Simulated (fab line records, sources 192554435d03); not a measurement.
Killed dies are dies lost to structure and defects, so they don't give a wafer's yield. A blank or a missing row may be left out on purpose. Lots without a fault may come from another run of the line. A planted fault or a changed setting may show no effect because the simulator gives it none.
Which tool did it? | flow n5_finfet | 11 lots, 33 wafers sampled, at 2 steps of a route of 1938

WHAT THE GAUGES READ, wafer by wafer
N5_PMOS_HMC_CHANNEL_EPI_CD_MEAS_09: target cd 237.4 nm.
lot  | measured    | on        | cd_nm (nm)
L075 | day 1 23:31 | cd_sem-01 | 236.4 236.6 235.6
L077 | day 2 10:59 | cd_sem-01 | 239.2 239.1 238.2
L079 | day 2 23:17 | cd_sem-02 | 238.5 238.1 238.3
L081 | day 3 11:36 | cd_sem-02 | 237.6 237.9 238.7
L083 | day 3 23:12 | cd_sem-02 | 236.8 236.0 236.5
L085 | day 4 11:22 | cd_sem-03 | 237.3 236.0 237.7
L087 | day 4 23:24 | cd_sem-02 | 234.5 235.2 236.3
L089 | day 5 11:37 | cd_sem-02 | 236.7 238.0 235.6
L092 | day 6 05:56 | cd_sem-03 | 236.5 237.6 237.2
L094 | day 6 17:52 | cd_sem-01 | 238.0 237.4 237.7
L097 | day 7 11:16 | cd_sem-01 | 236.9 236.6 238.2

WHICH TOOL RAN EACH LOT (tool, then ch and the chambers of the sampled wafers, then the start)
lot  | N5_WELL_APT_DESCUM_30
L075 | rie_diel-03 ch 0,1, day 1 21:20
L077 | rie_diel-06 ch 0,1, day 2 08:54
L079 | rie_diel-03 ch 0,1,3, day 2 21:03
L081 | rie_diel-03 ch 0,1,3, day 3 09:02
L083 | rie_diel-06 ch 0,3, day 3 20:47
L085 | rie_diel-03 ch 0,2, day 4 08:54
L087 | rie_diel-06 ch 0,3, day 4 21:02
L089 | rie_diel-03 ch 2,3, day 5 09:08
L092 | rie_diel-06 ch 0,1,2, day 6 03:07
L094 | rie_diel-01 ch 0,1, day 6 15:22
L097 | rie_diel-01 ch 0,1,2, day 7 08:54
- N5_WELL_APT_DESCUM_30: chemistry O2, time 7.9 s.

THE ANSWER, worked out from the rows above alone
Rule: what is usual is taken from the lots themselves. Put in order of their means at a reading, lots are off if they are a third of the lots or fewer, leave a main group of 4 or more, and stand apart from it by a gap of 3 or more times the standard deviation of the main group's means; of several such gaps the widest counts. A main group whose means are all the same, to the digits that the tables above print for the reading, isn't used. A lot without any number at a reading at which 4 lots or more have one is off too. The other lots that the step has rows for count as sound.
No lot is off at any reading shown: from this, nothing can be told.

WHAT THE SIMULATOR HAD PUT IN
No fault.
